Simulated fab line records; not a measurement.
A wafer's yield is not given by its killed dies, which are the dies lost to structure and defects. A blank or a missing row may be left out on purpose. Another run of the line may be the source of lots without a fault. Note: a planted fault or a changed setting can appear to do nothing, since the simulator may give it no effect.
Matching of chambers / flow n5-finfet / 4 sister chambers for N5_FIN_SAQP_FIN_ETCH_36 on rie-si-04
The step etches the open film in HBr/Cl2/O2, target depth 120 nm, time 50.4 s. 16 wafers are shown with their chamber, then 8 later ones without.

== WAFERS, EACH WITH ITS CHAMBER ==
wafer=L078.1; chamber=2; throttle-valve-pct (%)=36.22; drypump-motor-current-A (A)=5.5; oes-product-au (a.u.)=0.998
wafer=L078.4; chamber=0; throttle-valve-pct (%)=35.50; drypump-motor-current-A (A)=5.4; oes-product-au (a.u.)=1.027
wafer=L078.5; chamber=0; throttle-valve-pct (%)=35.50; drypump-motor-current-A (A)=5.4; oes-product-au (a.u.)=1.029
wafer=L080.2; chamber=3; throttle-valve-pct (%)=36.03; drypump-motor-current-A (A)=6.2; oes-product-au (a.u.)=1.004
wafer=L080.5; chamber=0; throttle-valve-pct (%)=35.52; drypump-motor-current-A (A)=5.4; oes-product-au (a.u.)=1.016
wafer=L080.6; chamber=2; throttle-valve-pct (%)=36.22; drypump-motor-current-A (A)=5.5; oes-product-au (a.u.)=0.987
wafer=L083.2; chamber=1; throttle-valve-pct (%)=35.37; drypump-motor-current-A (A)=5.6; oes-product-au (a.u.)=1.007
wafer=L083.5; chamber=0; throttle-valve-pct (%)=35.51; drypump-motor-current-A (A)=5.4; oes-product-au (a.u.)=1.027
wafer=L083.6; chamber=3; throttle-valve-pct (%)=36.02; drypump-motor-current-A (A)=6.2; oes-product-au (a.u.)=1.013
wafer=L087.1; chamber=3; throttle-valve-pct (%)=36.01; drypump-motor-current-A (A)=6.2; oes-product-au (a.u.)=1.001
wafer=L087.4; chamber=1; throttle-valve-pct (%)=35.39; drypump-motor-current-A (A)=5.6; oes-product-au (a.u.)=0.999
wafer=L087.5; chamber=1; throttle-valve-pct (%)=35.38; drypump-motor-current-A (A)=5.5; oes-product-au (a.u.)=1.007
wafer=L088.2; chamber=1; throttle-valve-pct (%)=35.37; drypump-motor-current-A (A)=5.6; oes-product-au (a.u.)=1.008
wafer=L088.3; chamber=3; throttle-valve-pct (%)=36.02; drypump-motor-current-A (A)=6.2; oes-product-au (a.u.)=1.005
wafer=L088.5; chamber=2; throttle-valve-pct (%)=36.23; drypump-motor-current-A (A)=5.5; oes-product-au (a.u.)=0.999
wafer=L089.1; chamber=2; throttle-valve-pct (%)=36.21; drypump-motor-current-A (A)=5.6; oes-product-au (a.u.)=0.992

SIGNATURES (averages over the wafers above)
reading=throttle-valve-pct; chamber 0=35.5075; chamber 1=35.3775; chamber 2=36.2200; chamber 3=36.0200; scatter within a chamber=0.0089
reading=drypump-motor-current-A; chamber 0=5.400; chamber 1=5.575; chamber 2=5.525; chamber 3=6.200; scatter within a chamber=0.0354
reading=oes-product-au; chamber 0=1.02475; chamber 1=1.00525; chamber 2=0.99400; chamber 3=1.00575; scatter within a chamber=0.00525
Rule: for each reading, subtract the chamber's mean from the wafer's reading, divide by that reading's scatter and square the result; add these up over the readings and take the root, which gives the wafer's distance from the chamber. The wafer belongs to the nearest chamber; if the next one is less than 2 further off, it can't be placed. How the scatter is found: for the shown wafers, subtract from each reading the mean of its chamber, square and add these, divide the total by (wafers less chambers), then take the root.

== WAFERS WITH NO CHAMBER GIVEN ==
wafer=L089.2; throttle-valve-pct (%)=35.49; drypump-motor-current-A (A)=5.4; oes-product-au (a.u.)=1.037
wafer=L089.4; throttle-valve-pct (%)=36.03; drypump-motor-current-A (A)=6.1; oes-product-au (a.u.)=1.000
wafer=L090.1; throttle-valve-pct (%)=35.40; drypump-motor-current-A (A)=5.6; oes-product-au (a.u.)=0.988
wafer=L090.2; throttle-valve-pct (%)=36.02; drypump-motor-current-A (A)=6.2; oes-product-au (a.u.)=0.997
wafer=L090.3; throttle-valve-pct (%)=36.22; drypump-motor-current-A (A)=5.6; oes-product-au (a.u.)=1.000
wafer=L096.1; throttle-valve-pct (%)=35.50; drypump-motor-current-A (A)=5.4; oes-product-au (a.u.)=1.028
wafer=L096.3; throttle-valve-pct (%)=35.36; drypump-motor-current-A (A)=5.6; oes-product-au (a.u.)=0.998
wafer=L096.4; throttle-valve-pct (%)=36.24; drypump-motor-current-A (A)=5.6; oes-product-au (a.u.)=0.988

== CHAMBER TAKEN BY EACH ==
wafer=L089.2; from the rows above=0; in truth=0
wafer=L089.4; from the rows above=3; in truth=3
wafer=L090.1; from the rows above=1; in truth=1
wafer=L090.2; from the rows above=3; in truth=3
wafer=L090.3; from the rows above=2; in truth=2
wafer=L096.1; from the rows above=0; in truth=0
wafer=L096.3; from the rows above=1; in truth=1
wafer=L096.4; from the rows above=2; in truth=2
8 of 8 placed correctly. Number that these rows cannot place: 0. 0 placed wrongly.
